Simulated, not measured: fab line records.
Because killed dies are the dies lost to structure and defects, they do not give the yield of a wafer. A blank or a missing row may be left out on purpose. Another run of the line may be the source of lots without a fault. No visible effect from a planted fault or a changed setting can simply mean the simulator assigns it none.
fab line records -- flow nandHarc
record: lots: 12, wafers: 36, lastDay: 24
route steps=1159 shown A_STAIRCASE@547 END@1159
lots with no fault: from the same line, run without faults
startH: hours from the record's opening day to when the first of the lot's shown wafers began -- waitH: time in hours since the lot's previous step -- " unchanged from the row above -- L1.1+2: one row covering several wafers at once -- - no value, or no start given -- * or withheld: withheld -- < > ~ a bound
route shown NAME@n: NAME is a module with steps in the file, n the number in the route of the first one -- usual: mean/standard deviation taken from wafers without a fault -- same: alike in all rows -- chamber/n: place in a boat -- sites: readings site by site -- _std_site: the values' standard deviation -- _edge_site: inner sites' mean taken away from outer sites' mean -- radiusMm: how far each site lies from the wafer's centre -- mask NAME#n: copy n -- behind: the most recent tool/chamber to have shaped the wafer -- hold: why the lot went on hold/how many hours it stayed there/how the hold came to an end -- device: the n, p or np transistor that did not switch -- end of line: the same wafers' tests at the end of the route -- where a step has no rows: the recipe by itself -- killed: the dies lost at the first sort to structure and to defects; this is not the yield of the wafer -- map: a wafer's dies, x killed, . not, _ none there
set.NAME: the run value of the setting; set.NAME@STEP: its run value at that earlier step -- model.NAME: the simulator's own value behind a step, which no gauge read
a sample of lots followed through the steps of the route, with each step as a table and each wafer as a row
services: when a tool's chamber went out of use (startH, in hours from the record's first day, below 0 if earlier), for how many hours, and the reason
== steps ==
step: NHARC_A_STAIRCASE_DESCUM_11
recipe: timeS: 3, o2FlowSccm: 200, arFlowSccm: 0, biasPowerW: 0, chemistry: O2
usual: drypumpMotorCurrentA: 6.1/0.36, oesProductAu: 0.998/0.01, rfVppV: 57.8/0.87, showerheadPlenumPTorr: 1.93/0.082, throttleValvePct: 11.311/0.01
lot.wafer,tool,chamber,startH,waitH,drypumpMotorCurrentA,oesProductAu,rfHoursCounterH,rfVppV,showerheadPlenumPTorr,throttleValvePct
L589.1,rieDiel-06,3,232.04,-,5.7,1.006,62,59.9,1.96,11.321
L589.3,rieDiel-06,0,232.04,-,6.3,1.008,58,59.3,1.82,11.305
L589.6,rieDiel-06,3,232.04,-,5.7,0.996,-,58.4,1.96,11.316
L588.4,rieDiel-02,3,232.19,-,5.9,0.992,30,58.5,1.77,11.326
L588.1,rieDiel-02,0,232.19,-,5.7,1.000,29,57.1,1.77,11.313
L588.5,rieDiel-02,2,232.19,-,6.3,0.996,-,57.6,1.96,11.319
L592.3,rieDiel-07,2,249.46,-,6.0,1.001,5,58.2,2.05,11.314
L592.4,rieDiel-07,0,249.46,-,6.3,1.005,6,58.7,2.01,11.310
L592.1,rieDiel-07,1,249.46,-,5.4,1.023,5,58.3,1.90,11.301
L594.2,rieDiel-06,2,265.85,-,6.4,0.972,6,58.1,1.95,11.299
L594.6,rieDiel-06,2,265.85,-,6.3,0.977,-,57.7,1.95,11.317
L594.5,rieDiel-06,3,265.85,-,5.7,0.986,-,58.6,1.96,11.317
L595.1,rieDiel-06,1,277.68,-,6.2,1.009,11,58.2,1.90,11.308
L595.4,rieDiel-06,3,277.68,-,5.7,0.996,11,57.5,1.96,11.298
L595.6,rieDiel-06,1,277.68,-,6.2,1.003,-,58.2,1.90,11.317
L596.2,rieDiel-06,0,285.73,-,6.3,1.012,16,57.8,1.82,11.328
L596.3,rieDiel-06,3,285.73,-,5.7,0.995,14,58.4,1.95,11.320
L596.5,rieDiel-06,1,285.73,-,6.2,1.000,-,58.7,1.90,11.297
L598.1,rieDiel-07,0,292.48,-,6.3,1.007,19,58.0,2.00,11.306
L598.2,rieDiel-07,3,292.48,-,5.4,0.988,18,58.2,2.00,11.290
L598.6,rieDiel-07,0,292.48,-,6.3,1.005,-,57.4,2.00,11.307
L601.4,rieDiel-06,0,321.63,-,6.3,1.006,26,57.7,1.81,11.311
L601.3,rieDiel-06,1,321.63,-,6.2,0.997,25,55.9,1.90,11.316
L601.5,rieDiel-06,0,321.63,-,6.3,1.005,-,55.7,1.81,11.297
L602.1,rieDiel-06,1,324.58,-,6.2,1.004,26,59.3,1.90,11.324
L602.3,rieDiel-06,3,324.58,-,5.7,1.005,26,58.5,1.95,11.307
L602.6,rieDiel-06,2,324.58,-,6.4,0.981,-,58.2,1.95,11.307
L603.3,rieDiel-07,1,329.04,-,5.4,1.013,27,57.9,1.89,11.310
L603.5,rieDiel-07,3,329.04,-,5.5,0.988,-,55.7,2.00,11.331
L603.6,rieDiel-07,0,329.04,-,6.3,1.008,-,59.1,2.00,11.296
L604.1,rieDiel-07,0,333.77,-,6.3,0.994,35,57.5,2.00,11.326
L604.3,rieDiel-07,1,333.77,-,5.4,1.006,29,57.3,1.89,11.312
L604.6,rieDiel-07,0,333.77,-,6.3,1.005,-,60.3,2.00,11.306
L608.1,rieDiel-02,1,357.13,-,6.7,1.018,8,58.8,1.99,11.327
L608.3,rieDiel-02,2,357.13,-,6.3,0.990,8,56.8,1.95,11.319
L608.5,rieDiel-02,3,357.13,-,5.8,1.000,-,57.4,2.07,11.317
step: NHARC_A_STAIRCASE_TRIM_24
recipe: timeS: 211.2, o2FlowSccm: 500, arFlowSccm: 0, biasW: 0, chemistry: O2
usual: drypumpMotorCurrentA: 6.1/0.34, oesProductAu: 0.999/0.011, rfVppV: 57.8/0.9, showerheadPlenumPTorr: 3.53/0.13, throttleValvePct: 17.038/0.0094
lot.wafer,tool,chamber,startH,waitH,drypumpMotorCurrentA,oesProductAu,rfHoursCounterH,rfVppV,showerheadPlenumPTorr,throttleValvePct
L589.3,rieDiel-06,0,233.82,-,6.4,0.991,59,57.1,3.37,17.037
L589.1,rieDiel-06,1,233.82,-,6.3,0.979,58,58.1,3.52,17.042
L589.6,rieDiel-06,0,233.82,-,6.4,0.994,-,57.1,3.37,17.051
L588.1,rieDiel-06,3,235.58,-,5.7,0.998,64,56.0,3.61,17.017
L588.4,rieDiel-06,2,235.58,-,6.5,0.998,63,57.2,3.60,17.032
L588.5,rieDiel-06,3,235.58,-,5.7,1.003,-,58.1,3.61,17.056
L592.4,rieDiel-06,2,251.43,-,6.5,0.980,0,58.5,3.60,17.038
L592.3,rieDiel-06,0,251.43,-,6.3,1.019,0,57.3,3.37,17.033
L592.1,rieDiel-06,1,251.43,-,6.2,0.997,0,57.2,3.52,17.037
L594.2,rieDiel-06,2,267.49,-,6.5,0.985,7,56.8,3.59,17.044
L594.5,rieDiel-06,0,267.49,-,6.4,1.010,-,57.9,3.37,17.041
L594.6,rieDiel-06,1,267.49,-,6.3,0.996,-,56.1,3.51,17.045
L595.1,rieDiel-06,1,279.36,-,6.2,1.005,12,59.1,3.51,17.037
L595.4,rieDiel-06,0,279.36,-,6.3,1.019,13,57.8,3.37,17.031
L595.6,rieDiel-06,1,279.36,-,6.2,1.010,-,57.7,3.51,17.035
L596.3,rieDiel-06,0,287.48,-,6.3,1.012,16,58.9,3.36,17.049
L596.2,rieDiel-06,2,287.48,-,6.4,0.994,14,58.1,3.59,17.046
L596.5,rieDiel-06,3,287.48,-,5.8,1.018,-,58.5,3.60,17.036
L598.2,rieDiel-06,3,296.57,-,5.7,1.006,19,58.5,3.60,17.040
L598.1,rieDiel-06,0,296.57,-,6.3,1.016,20,56.4,3.36,17.055
L598.6,rieDiel-06,2,296.57,-,6.4,0.989,-,58.3,3.59,17.042
L601.4,rieDiel-06,1,323.73,-,6.3,1.212,25,57.1,3.50,17.038
L601.3,rieDiel-06,2,323.73,-,6.4,1.190,22,59.0,3.59,17.045
L601.5,rieDiel-06,2,323.73,-,6.5,0.987,-,58.0,3.59,17.041
L602.3,rieDiel-06,1,326.19,-,6.3,1.202,26,57.5,3.50,17.035
L602.1,rieDiel-06,3,326.19,-,5.8,0.989,27,58.8,3.59,17.036
L602.6,rieDiel-06,2,326.19,-,6.5,0.995,-,57.1,3.59,17.036
L603.3,rieDiel-07,3,330.91,-,5.5,0.998,32,59.5,3.67,17.039
L603.5,rieDiel-07,2,330.91,-,6.0,1.001,-,57.5,3.75,17.035
L603.6,rieDiel-07,3,330.91,-,5.5,0.988,-,57.1,3.67,17.040
L604.1,rieDiel-06,0,337.09,-,6.4,1.005,34,56.6,3.35,17.045
L604.3,rieDiel-06,1,337.09,-,6.2,1.219,32,57.5,3.50,17.038
L604.6,rieDiel-06,0,337.09,-,6.4,1.014,-,57.5,3.35,17.037
L608.1,rieDiel-02,1,361.46,-,6.7,1.010,11,57.6,3.66,17.030
L608.3,rieDiel-02,3,361.46,-,5.9,1.000,11,58.9,3.80,17.020
L608.5,rieDiel-02,1,361.46,-,6.7,1.011,-,58.4,3.66,17.033
step: NHARC_A_STAIRCASE_TRIM_26
recipe: timeS: 211.2, o2FlowSccm: 500, arFlowSccm: 0, biasW: 0, chemistry: O2
usual: drypumpMotorCurrentA: 6.1/0.34, oesProductAu: 0.999/0.01, rfVppV: 57.9/0.87, showerheadPlenumPTorr: 3.53/0.13, throttleValvePct: 17.035/0.0092
lot.wafer,tool,chamber,startH,waitH,drypumpMotorCurrentA,oesProductAu,rfHoursCounterH,rfVppV,showerheadPlenumPTorr,throttleValvePct
L589.3,rieDiel-06,2,-,-,6.5,1.008,62,58.6,3.60,17.055
L589.1,rieDiel-06,0,-,-,6.3,1.006,59,58.0,3.37,17.020
L589.6,rieDiel-06,1,-,-,6.3,0.993,-,58.0,3.52,17.037
L588.4,rieDiel-06,3,-,-,5.8,1.005,64,59.0,3.61,17.041
L588.1,rieDiel-06,1,-,-,6.2,0.988,59,57.8,3.52,17.028
L588.5,rieDiel-06,2,-,-,6.4,1.015,-,58.8,3.60,17.035
L592.1,rieDiel-06,0,-,-,6.4,1.006,1,58.1,3.37,17.046
L592.4,rieDiel-06,1,-,-,6.2,1.009,2,57.1,3.52,17.051
L592.3,rieDiel-06,2,-,-,6.4,0.992,2,60.6,3.60,17.032
L594.2,rieDiel-06,3,-,-,5.7,0.995,7,56.3,3.60,17.047
L594.5,rieDiel-06,0,-,-,6.3,1.001,-,57.3,3.37,17.027
L594.6,rieDiel-06,1,-,-,6.2,1.004,-,58.7,3.51,17.036
L595.4,rieDiel-06,0,-,-,6.4,1.010,13,57.3,3.37,17.039
L595.1,rieDiel-06,3,-,-,5.8,0.996,12,57.9,3.60,17.048
L595.6,rieDiel-06,1,-,-,6.2,1.010,-,57.0,3.51,17.038
L596.3,rieDiel-06,2,-,-,6.4,0.991,14,59.4,3.59,17.042
L596.2,rieDiel-06,3,-,-,5.7,1.006,15,57.5,3.60,17.035
L596.5,rieDiel-06,2,-,-,6.5,0.989,-,58.0,3.59,17.036
L598.2,rieDiel-06,1,-,-,6.3,1.003,20,57.2,3.51,17.045
L598.1,rieDiel-06,2,-,-,6.4,0.986,15,58.8,3.59,17.036
L598.6,rieDiel-06,3,-,-,5.7,0.989,-,56.8,3.60,17.041
L601.4,rieDiel-06,1,-,-,6.3,1.003,26,57.9,3.50,17.035
L601.3,rieDiel-06,3,-,-,5.8,0.991,26,57.9,3.59,17.025
L601.5,rieDiel-06,1,-,-,6.3,1.006,-,57.7,3.50,17.052
L602.1,rieDiel-06,1,-,-,6.3,1.002,26,57.4,3.50,17.036
L602.3,rieDiel-06,2,-,-,6.5,0.987,23,57.7,3.59,17.030
L602.6,rieDiel-06,2,-,-,6.4,0.986,-,56.1,3.59,17.019
L603.3,rieDiel-07,2,-,-,6.0,1.000,32,57.8,3.75,17.034
L603.5,rieDiel-07,2,-,-,6.1,0.992,-,59.0,3.75,17.042
L603.6,rieDiel-07,3,-,-,5.5,0.978,-,57.1,3.67,17.041
L604.3,rieDiel-06,2,-,-,6.4,0.998,27,57.1,3.58,17.034
L604.1,rieDiel-06,1,-,-,6.2,1.003,32,57.6,3.50,17.038
L604.6,rieDiel-06,3,-,-,5.7,0.994,-,59.5,3.59,17.037
L608.1,rieDiel-02,1,-,-,6.7,1.012,11,57.6,3.66,17.037
L608.3,rieDiel-02,2,-,-,6.3,1.005,11,58.2,3.59,17.032
L608.5,rieDiel-02,3,-,-,5.8,1.008,-,56.9,3.80,17.038
step: NHARC_A_STAIRCASE_STRIP_175
recipe: powerW: 1500, tempC: 250, chemistry: O2
usual: drypumpMotorCurrentA: 5.9/0.42, heaterPowerW: 303/17
lot.wafer,tool,chamber,startH,waitH,drypumpMotorCurrentA,heaterPowerW,rfHoursCounterH
L589.1,plasmaAsher-01,0,234.53,0.1,6.1,294,44
L589.3,plasmaAsher-01,1,234.53,0.1,5.3,308,-
L589.6,plasmaAsher-01,0,234.53,0.1,6.1,289,-
L588.1,plasmaAsher-01,0,236.14,0.1,6.1,296,45
L588.4,plasmaAsher-01,1,236.14,0.1,5.3,312,-
L588.5,plasmaAsher-01,1,236.14,0.1,5.3,305,-
L592.1,plasmaAsher-01,0,253.61,0.3,6.1,290,55
L592.3,plasmaAsher-01,0,253.61,0.3,6.2,295,-
L592.4,plasmaAsher-01,1,253.61,0.3,5.3,306,-
L594.2,plasmaAsher-02,1,268.07,0.1,5.8,286,14
L594.5,plasmaAsher-02,0,268.07,0.1,6.4,332,-
L594.6,plasmaAsher-02,1,268.07,0.1,5.8,279,-
L595.1,plasmaAsher-02,1,280.12,0.3,5.8,285,19
L595.4,plasmaAsher-02,0,280.12,0.3,6.4,326,-
L595.6,plasmaAsher-02,1,280.12,0.3,5.8,279,-
L596.2,plasmaAsher-02,1,288.07,0.1,5.8,281,24
L596.3,plasmaAsher-02,0,288.07,0.1,6.4,340,-
L596.5,plasmaAsher-02,1,288.07,0.1,5.8,280,-
L598.2,plasmaAsher-02,0,297.17,0.1,6.4,332,28
L598.1,plasmaAsher-02,1,297.17,0.1,5.8,279,28
L598.6,plasmaAsher-02,0,297.17,0.1,6.4,320,-
L601.4,plasmaAsher-02,1,324.54,0.3,5.8,282,-
L601.3,plasmaAsher-02,0,324.54,0.3,6.4,328,-
L601.5,plasmaAsher-02,0,324.54,0.3,6.4,330,-
L602.1,plasmaAsher-02,1,326.75,0.1,5.8,280,36
L602.3,plasmaAsher-02,1,326.75,0.1,5.8,279,-
L602.6,plasmaAsher-02,1,326.75,0.1,5.8,281,-
L603.3,plasmaAsher-02,0,331.55,0.2,6.4,327,-
L603.6,plasmaAsher-02,0,331.55,0.2,6.4,331,-
L603.5,plasmaAsher-02,1,331.55,0.2,5.8,273,-
L604.1,plasmaAsher-01,1,338.02,0.4,5.3,312,18
L604.3,plasmaAsher-01,0,338.02,0.4,6.1,293,-
L604.6,plasmaAsher-01,1,338.02,0.4,5.3,316,-
L608.1,plasmaAsher-01,1,362.55,0.5,5.3,311,27
L608.3,plasmaAsher-01,0,362.55,0.5,6.1,292,-
L608.5,plasmaAsher-01,0,362.55,0.5,6.2,294,-
step: NHARC_END_SORT_01
recipe: tempC: 25
usual: killedAtArray: 26/9, killedAtOther: 0.8/1.2, killedAtPeriphery: 3.2/2.3, killedDies: 30/9.1, killedOpen: 3.5/2, killedShort: 1.8/1.4
same: grossDies: 677
lot.wafer,tool,chamber,startH,waitH,killedAtArray,killedAtOther,killedAtPeriphery,killedDies,killedOpen,killedShort
L601.3,prober-01,0,515.66,3.1,113,0,1,114,3,1
L601.4,prober-01,0,516.46,3.4,73,0,1,74,2,2
L601.5,prober-01,0,517.26,3.7,40,0,0,40,2,1
L602.1,prober-01,0,521.96,2.6,42,1,2,45,4,2
L602.3,prober-01,0,523.55,3.1,105,0,2,107,2,4
L602.6,prober-01,0,525.93,4.0,42,0,2,44,5,1
L604.1,prober-01,0,530.86,2.5,26,0,2,28,3,1
L604.3,prober-01,0,532.48,3.1,63,3,3,69,2,4
L604.6,prober-01,0,534.90,4.0,21,2,3,26,3,2
killed by level:class
L601.3 A_STAIRCASE:areaTrim=78 A_CHANNEL_HOLE_D1:chamberFilmFlake=13 A_SLIT:chamberFilmFlake=12 A_CONTACT:chamberFilmFlake=5 P_CONTACT:geometricParticle:open=1 A_ONON_D1:geometricParticle:short=1 A_ONON_D1:geometricParticle:open=1 A_CONTACT:geometricParticle:open=1
L601.4 A_STAIRCASE:areaTrim=30 A_CHANNEL_HOLE_D1:chamberFilmFlake=18 A_SLIT:chamberFilmFlake=14 A_CONTACT:chamberFilmFlake=5 P_CONTACT:geometricParticle:open=1 A_CHANNEL_FILL_D1:geometricParticle:short=1 A_CONTACT:geometricParticle:short=1 A_BLC:geometricParticle:open=1
L601.5 A_CHANNEL_HOLE_D1:chamberFilmFlake=15 A_SLIT:chamberFilmFlake=13 A_CONTACT:chamberFilmFlake=4 A_CHANNEL_FILL_D1:chamberFilmFlake=3 A_STAIRCASE:chamberFilmFlake=2 A_ONON_D1:geometricParticle:short=1 A_CONTACT:geometricParticle:open=1 A_M0:geometricParticle:open=1
L602.1 A_CHANNEL_HOLE_D1:chamberFilmFlake=18 A_SGD_CUT:chamberFilmFlake=10 A_STAIRCASE:chamberFilmFlake=4 A_CONTACT:chamberFilmFlake=4 A_M0:geometricParticle:open=2 A_ONON_D1:geometricParticle:open=1 A_CHANNEL_HOLE_D1:geometricParticle:open=1 A_CHANNEL_HOLE_D1:geometricParticle:short=1
L602.3 A_STAIRCASE:areaTrim=67 A_CHANNEL_HOLE_D1:chamberFilmFlake=20 A_SGD_CUT:chamberFilmFlake=6 A_STAIRCASE:chamberFilmFlake=3 A_CONTACT:chamberFilmFlake=3 P_M2:geometricParticle:open=1 A_ONON_D1:geometricParticle:short=1 A_CHANNEL_FILL_D1:geometricParticle:short=1
L602.6 A_CHANNEL_HOLE_D1:chamberFilmFlake=24 A_STAIRCASE:chamberFilmFlake=5 A_SGD_CUT:chamberFilmFlake=5 A_CONTACT:chamberFilmFlake=3 P_STI:geometricParticle:open=2 A_SGD_CUT:geometricParticle:open=2 A_CHANNEL_HOLE_D1:geometricParticle:short=1 A_CONTACT:geometricParticle:open=1
L604.1 A_SLIT:chamberFilmFlake=11 A_CHANNEL_HOLE_D1:chamberFilmFlake=7 A_M0:geometricParticle:open=2 A_STAIRCASE:chamberFilmFlake=2 P_M0:geometricParticle:short=1 A_CONTACT:geometricParticle:open=1 P_ZERO_WELL:chamberFilmFlake=1 A_ZERO_WELL:chamberFilmFlake=1
L604.3 A_STAIRCASE:areaTrim=40 A_SLIT:chamberFilmFlake=7 A_CHANNEL_HOLE_D1:chamberFilmFlake=5 A_STAIRCASE:chamberFilmFlake=4 THIN_TSV:chamberFilmFlake=3 P_CONTACT:geometricParticle:open=2 A_CHANNEL_FILL_D1:geometricParticle:short=2 A_CONTACT:chamberFilmFlake=2
L604.6 A_SLIT:chamberFilmFlake=11 A_CONTACT:chamberFilmFlake=3 P_CONTACT:geometricParticle:open=2 A_CHANNEL_HOLE_D1:chamberFilmFlake=2 A_STAIRCASE:chamberFilmFlake=2 THIN_TSV:chamberFilmFlake=2 P_CONTACT:geometricParticle:short=1 A_ONON_D1:geometricParticle:open=1
== services ==
tool,chamber,startH,hours,kind
rieDiel-07,1,209.74,2.7,repair
rieDiel-06,0,220.33,-,clean
rieDiel-06,1,220.33,-,clean
rieDiel-06,2,220.33,-,clean
rieDiel-06,3,220.33,-,clean
rieDiel-07,-,228.23,9.0,pm
plasmaAsher-02,-,234.84,7.2,repair
rieDiel-06,-,241.20,9.0,pm
rieDiel-06,0,241.20,9.0,ventCycle
rieDiel-06,1,241.20,9.0,ventCycle
rieDiel-06,2,241.20,9.0,ventCycle
rieDiel-06,3,241.20,9.0,ventCycle
plasmaAsher-02,-,243.10,24.9,repair
rieDiel-06,0,250.20,-,clean
rieDiel-06,1,250.20,-,clean
rieDiel-06,2,250.20,-,clean
rieDiel-06,3,250.20,-,clean
plasmaAsher-01,-,276.00,9.0,pm
rieDiel-07,1,287.55,13.4,repair
rieDiel-06,2,289.33,6.8,repair
rieDiel-02,0,318.79,4.1,repair
rieDiel-02,-,327.76,9.0,pm
rieDiel-06,3,360.12,2.1,repair
plasmaAsher-02,-,360.31,9.0,pm
== key ==
firstSign: step: NHARC_A_STAIRCASE_TRIM_24, reading: oesProductAu, direction: up, sigmas: 19, usual: 0.999, struck: 1.205
effect: step: NHARC_END_SORT_01, reading: killedAtArray, direction: up, sigmas: 6.9, usual: 26, struck: 88
moreKillsBornAt: NHARC_A_STAIRCASE_TRIM_24@rieDiel-06: 215
metAt NHARC_A_STAIRCASE_TRIM_24
struckLots L601,L602,L604
struckWafers L601.3,L601.4,L602.3,L604.3
testerLeftOut L601,L602,L604
notActingAt NHARC_A_STAIRCASE_DESCUM_11,NHARC_A_STAIRCASE_TRIM_26,NHARC_A_STAIRCASE_STRIP_175
onsetBetween 296.57 323.73
fault: kind: processParameterDrift, tool: rieDiel-06, chamber: -, onsetH: 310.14, steps: NHARC_A_STAIRCASE_TRIM_24, channel: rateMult, offset: 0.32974, shape: step, endH: 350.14, scope: struckWafersOnly
testerLeftOut: of these lots the tester's yield and bins aren't shown, on N5 and GAA mostly nor the transistor test; their killed dies are dies lost to structure and defects alone, not to doping, threshold or leakage, so they don't give the yield
